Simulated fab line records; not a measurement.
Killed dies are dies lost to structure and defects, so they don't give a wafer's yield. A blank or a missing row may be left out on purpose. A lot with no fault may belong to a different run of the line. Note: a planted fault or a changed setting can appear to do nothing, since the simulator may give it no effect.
fab line records -- flow n5-finfet -- part 2 of 2: steps 15 to 21 of 21
record: lots: 5, wafers: 15, last-day: 19
route steps=1938 shown HKMG_FIN@433
lots with no fault: from the same line, run without faults
start-h: start of the lot's first displayed wafer, in hours after the record's first day -- wait-h: hours elapsed since this lot's preceding step -- " repeats the value in the row above -- L1.1+2: several wafers, shown together as one row -- - no value, or no start given -- * or withheld: withheld -- < > ~ a bound
route shown NAME@n: a module of which the file shows steps, and the number in the route of the first -- usual: average and standard deviation across the fault-free wafers -- same: alike in all rows -- chamber/n: place in a boat -- sites: per-site readings -- _std_site: the values' standard deviation -- _edge_site: mean of outer sites minus mean of inner sites -- radius-mm: for every site, how far away it sits from the centre of the wafer -- mask NAME#n: copy n -- behind: the last tool/chamber to shape the wafer -- hold: what put the lot on hold/how long, in hours/how the hold closed -- device: which transistor (n, p or np) failed to switch -- end of line: tests run on the same wafers once the route is complete -- a step given without rows: its recipe and nothing more -- killed: the dies lost at the first sort to structure and to defects; this is not the yield of the wafer -- map: a wafer's dies, x killed, . not, _ none there
set.NAME: the setting as run; set.NAME@STEP: as run at that earlier step -- model.NAME: the simulator's own value behind a step, which no gauge read
certain route steps with their lots: each step a table, each wafer a row
services: from which hour (start-h, from the record's first day; less than 0 if before it) a tool's chamber was out of use, for how many hours, and why
== steps ==
step: N5_HKMG_FIN_STRIP_88
recipe: chemistry: N2/H2, power-w: 2500, temp-c: 300, h2-frac: 0.65, time-s: 360, pressure-mtorr: withheld, n2-flow-sccm: 1750, h2-flow-sccm: 3250
usual: drypump-motor-current-A: 5.8/0.65, heater-power-w: 516/44
lot.wafer,tool,chamber,start-h,wait-h,drypump-motor-current-A,heater-power-w,rf-hours-counter-h
L084.1,plasma-asher-01,1,144.28,0.0,4.9,485,118
L084.2,plasma-asher-01,0,144.28,0.0,6.2,575,118
L084.4,plasma-asher-01,0,144.28,0.0,6.2,570,-
L086.2,plasma-asher-01,1,160.46,0.0,4.9,472,122
L086.3,plasma-asher-01,0,160.46,0.0,6.2,582,-
L086.6,plasma-asher-01,0,160.46,0.0,6.2,576,-
L088.1,plasma-asher-02,1,167.99,0.0,6.4,480,34
L088.3,plasma-asher-02,0,167.99,0.0,6.3,491,-
L088.5,plasma-asher-02,1,167.99,0.0,6.3,491,-
L094.1,plasma-asher-01,0,200.06,0.0,6.2,567,130
L094.3,plasma-asher-01,1,200.06,0.0,4.9,476,-
L094.6,plasma-asher-01,0,200.06,0.0,6.2,573,-
L096.1,plasma-asher-01,0,213.75,0.0,6.1,580,133
L096.2,plasma-asher-01,1,213.75,0.0,4.9,474,133
L096.5,plasma-asher-01,0,213.75,0.0,6.2,583,-
step: N5_HKMG_FIN_NWFM_ALD_20
recipe: material: TiAlC, target-thk-a: 20, temp-c: 300, ald-precursor-family: TiCl4, ald-co-reactant: TEA, pulse-time-s: 3, purge-time-s: 2, co-reactant-purge-time-s: 2, co-reactant-pulse-time-s: 10, ald-cycles: 7, pressure-torr: 3
usual: heater-power-w: 507/48, precursor-pulse-height-rel: 1.000/0.02
same: pulse-time-s: 3
lot.wafer,tool,chamber,start-h,wait-h,heater-power-w,precursor-pulse-height-rel
L084.1,ald-metal-03,1,144.67,0.3,481,1.011
L084.2,ald-metal-03,3,144.67,0.3,424,0.979
L084.4,ald-metal-03,0,144.67,0.3,556,1.015
L086.2,ald-metal-04,0,160.84,0.3,500,1.004
L086.3,ald-metal-04,2,160.84,0.3,536,1.018
L086.6,ald-metal-04,3,160.84,0.3,484,1.022
L088.1,ald-metal-02,0,168.38,0.3,576,1.007
L088.3,ald-metal-02,3,168.38,0.3,521,0.984
L088.5,ald-metal-02,1,168.38,0.3,611,1.016
L094.1,ald-metal-03,3,200.44,0.3,409,1.040
L094.3,ald-metal-03,0,200.44,0.3,536,1.016
L094.6,ald-metal-03,2,200.44,0.3,532,0.992
L096.1,ald-metal-03,3,214.13,0.3,425,1.015
L096.2,ald-metal-03,1,214.13,0.3,489,1.029
L096.5,ald-metal-03,0,214.13,0.3,550,1.012
step: N5_HKMG_FIN_ALD_71
recipe: material: TiN, target-thk-a: 10, temp-c: 400, ald-precursor-family: TiCl4, ald-co-reactant: NH3, pulse-time-s: 1, purge-time-s: 3, co-reactant-purge-time-s: 2, co-reactant-pulse-time-s: 2, ald-cycles: 47, pressure-torr: 3
usual: heater-power-w: 906/86, precursor-pulse-height-rel: 1.001/0.02
same: pulse-time-s: 1
lot.wafer,tool,chamber,start-h,wait-h,heater-power-w,precursor-pulse-height-rel
L084.1,ald-metal-03,1,144.77,0.0,865,1.015
L084.2,ald-metal-03,3,144.77,0.0,721,1.009
L084.4,ald-metal-03,0,144.77,0.0,984,1.006
L086.2,ald-metal-04,0,160.94,0.0,903,1.006
L086.3,ald-metal-04,2,160.94,0.0,945,1.015
L086.6,ald-metal-04,3,160.94,0.0,917,0.995
L088.1,ald-metal-02,0,168.47,0.0,1047,1.008
L088.3,ald-metal-02,3,168.47,0.0,941,0.972
L088.5,ald-metal-02,1,168.47,0.0,1062,1.000
L094.1,ald-metal-03,3,200.54,0.0,722,0.976
L094.3,ald-metal-03,0,200.54,0.0,970,0.998
L094.6,ald-metal-03,2,200.54,0.0,975,0.989
L096.1,ald-metal-03,3,214.23,0.0,746,1.028
L096.2,ald-metal-03,1,214.23,0.0,866,1.017
L096.5,ald-metal-03,0,214.23,0.0,981,1.026
step: N5_HKMG_FIN_COAT_66
recipe: resist: SOC, temp-c: 250, time-s: 60, spin-rpm: 1500, resist-thk-nm: 300
usual: exhaust-pa: 44.9/0.81, heater-power-total-W: 500.2/1.9
lot.wafer,tool,chamber,start-h,wait-h,exhaust-pa,heater-power-total-W
L084.1,litho-track-04,0,145.04,0.2,44.5,502.2
L084.2,litho-track-04,0,145.04,0.2,42.7,502.5
L084.4,litho-track-04,0,145.04,0.2,45.1,499.7
L086.2,litho-track-04,0,161.22,0.2,47.1,501.6
L086.3,litho-track-04,0,161.22,0.2,44.9,498.0
L086.6,litho-track-04,0,161.22,0.2,44.5,497.4
L088.1,litho-track-03,0,168.75,0.2,46.3,501.2
L088.3,litho-track-03,0,168.75,0.2,45.6,503.3
L088.5,litho-track-03,0,168.75,0.2,44.5,497.6
L094.1,litho-track-02,0,200.81,0.2,44.9,501.3
L094.3,litho-track-02,0,200.81,0.2,46.7,498.7
L094.6,litho-track-02,0,200.81,0.2,44.2,498.3
L096.1,litho-track-02,0,214.50,0.2,45.4,499.5
L096.2,litho-track-02,0,214.50,0.2,45.0,501.8
L096.5,litho-track-02,0,214.50,0.2,45.6,499.8
step: N5_HKMG_FIN_ETCH_67
recipe: chemistry: N2/H2, target: SOC, target-depth-a: 3889, stop-on: TiN, ion-energy-ev: 100, bias-w: 61, pressure-mtorr: 30, source-w: 850, n2-flow-sccm: 200, h2-flow-sccm: 200
usual: chamber-pressure-mTorr: 30.004/0.027, drypump-motor-current-A: 5.9/0.51, oes-product-au: 0.78/0.11, rf-vpp-V: 241.3/1.3, showerhead-plenum-p-Torr: 2.59/0.081, throttle-valve-pct: 17.84/0.25
lot.wafer,tool,chamber,start-h,wait-h,chamber-pressure-mTorr,drypump-motor-current-A,oes-product-au,rf-hours-counter-h,rf-vpp-V,showerhead-plenum-p-Torr,throttle-valve-pct
L084.1,rie-diel-03,3,145.11,-,30.018,5.5,0.69,227,242.1,2.62,18.01
L084.2,rie-diel-03,0,145.11,-,30.031,5.6,0.98,2,241.7,2.60,17.61
L084.4,rie-diel-03,2,145.11,-,30.017,6.7,0.87,48,242.4,2.70,17.65
L086.2,rie-diel-02,2,161.28,-,29.983,6.2,0.86,62,242.7,2.69,17.59
L086.3,rie-diel-02,0,161.28,-,30.012,5.3,0.98,1,240.9,2.60,17.78
L086.6,rie-diel-02,3,161.28,-,29.986,6.7,0.72,-,240.0,2.52,18.18
L088.1,rie-diel-03,0,168.91,-,29.960,5.6,0.96,6,240.5,2.60,17.61
L088.3,rie-diel-03,2,168.91,-,29.996,6.7,0.86,51,241.0,2.70,17.66
L088.5,rie-diel-03,3,168.91,-,29.988,5.5,0.68,-,240.8,2.62,18.01
L094.1,rie-diel-03,1,200.94,-,30.006,5.8,0.97,1,243.0,2.72,17.63
L094.3,rie-diel-03,0,200.94,-,30.013,5.6,0.92,18,239.9,2.60,17.65
L094.6,rie-diel-03,2,200.94,-,30.041,6.6,0.84,-,241.0,2.69,17.67
L096.1,rie-diel-02,2,214.67,-,29.999,6.2,0.83,81,242.0,2.68,17.61
L096.2,rie-diel-02,3,214.67,-,30.039,6.7,0.69,228,239.4,2.51,18.23
L096.5,rie-diel-02,0,214.67,-,30.005,5.3,0.90,-,242.7,2.59,17.81
step: N5_HKMG_FIN_STRIP_90
recipe: chemistry: N2/H2, material: SOC, time-s: 20, power-w: 500, temp-c: 40, pressure-mtorr: 50, rf-frequency-hz: 6e+07, bias-power-w: 8, h2-frac: 0.5, n2-flow-sccm: 300, h2-flow-sccm: 300
usual: chamber-pressure-mTorr: 50.01/0.047, drypump-motor-current-A: 5.9/0.51, oes-product-au: 0.79/0.11, rf-vpp-V: 54.4/0.89, showerhead-plenum-p-Torr: 3.42/0.1, throttle-valve-pct: 19.1/0.41
lot.wafer,tool,chamber,start-h,wait-h,chamber-pressure-mTorr,drypump-motor-current-A,oes-product-au,rf-hours-counter-h,rf-vpp-V,showerhead-plenum-p-Torr,throttle-valve-pct
L084.1,rie-diel-03,3,145.17,0.0,49.94,5.5,0.68,227,53.6,3.46,19.3
L084.2,rie-diel-03,0,145.17,0.0,50.05,5.7,0.98,2,52.9,3.44,18.9
L084.4,rie-diel-03,2,145.17,0.0,50.01,6.6,0.88,48,53.6,3.56,18.7
L086.2,rie-diel-02,2,161.34,0.0,49.96,6.3,0.87,62,53.6,3.54,18.7
L086.3,rie-diel-02,0,161.34,0.0,50.05,5.3,0.98,2,54.7,3.43,18.8
L086.6,rie-diel-02,3,161.34,0.0,49.96,6.7,0.72,-,54.0,3.33,19.8
L088.1,rie-diel-03,0,168.97,0.0,49.90,5.6,0.96,7,54.9,3.43,18.9
L088.3,rie-diel-03,2,168.97,0.0,50.01,6.7,0.87,51,54.6,3.56,18.7
L088.5,rie-diel-03,3,168.97,0.0,49.98,5.5,0.68,-,53.5,3.45,19.3
L094.1,rie-diel-03,1,201.00,0.0,49.94,5.8,0.98,1,55.5,3.59,19.0
L094.3,rie-diel-03,0,201.00,0.0,49.98,5.7,0.93,18,54.1,3.43,19.0
L094.6,rie-diel-03,2,201.00,0.0,49.98,6.6,0.86,-,54.2,3.55,18.7
L096.1,rie-diel-02,2,214.73,0.0,50.00,6.2,0.85,81,55.2,3.53,18.7
L096.2,rie-diel-02,3,214.73,0.0,50.02,6.8,0.71,228,55.4,3.32,19.8
L096.5,rie-diel-02,0,214.73,0.0,50.00,5.3,0.91,-,53.7,3.42,18.9
step: N5_HKMG_FIN_WET_ETCH_73
recipe: chemistry: SC1, mix: 1:2:40, temp-c: 50, time-s: 42.3, target-depth-nm: 1.3, dry: ipa-marangoni, rinse-time-s: 30, rinse-temp-c: 23
lot.wafer,tool,chamber,start-h,wait-h
L084.1+2+4,wet-bench-06,"3,5,2",145.26,0.1
L086.2+3+6,wet-bench-04,"1,5,3",161.44,0.1
L088.1+3+5,wet-bench-04,"2,0,7",169.07,0.1
L094.1+3+6,wet-bench-06,"2,4,6",201.10,0.1
L096.1+2+5,wet-bench-03,"7,2,5",214.83,0.1
== services ==
tool,chamber,start-h,hours,kind
wet-bench-04,-,119.82,1.2,repair
rie-diel-03,0,120.71,-,clean
rie-diel-03,0,120.71,-,consumable-replace:focus-ring
rie-diel-03,0,120.71,18.3,scheduled-down
rie-diel-03,0,120.71,18.3,vent-cycle
ald-metal-02,0,120.79,3.2,repair
ald-metal-04,-,137.14,4.3,pm
rie-diel-02,0,139.56,-,clean
rie-diel-02,0,139.56,-,consumable-replace:focus-ring
rie-diel-02,0,139.56,18.8,scheduled-down
rie-diel-02,0,139.56,18.8,vent-cycle
rie-diel-03,-,149.07,14.6,pm
ald-metal-03,-,160.90,28.1,pm
rie-diel-02,1,163.07,-,clean
rie-diel-02,1,163.07,-,consumable-replace:focus-ring
rie-diel-02,1,163.07,17.7,scheduled-down
rie-diel-02,1,163.07,17.7,vent-cycle
plasma-asher-02,-,173.24,2.7,pm
rie-diel-03,1,178.57,-,clean
rie-diel-01,-,179.51,2.4,repair
ald-metal-04,-,187.70,2.8,pm
ald-metal-03,-,189.00,1.2,pm
ald-metal-03,1,200.28,11.7,repair
ald-metal-04,3,203.77,4.2,repair
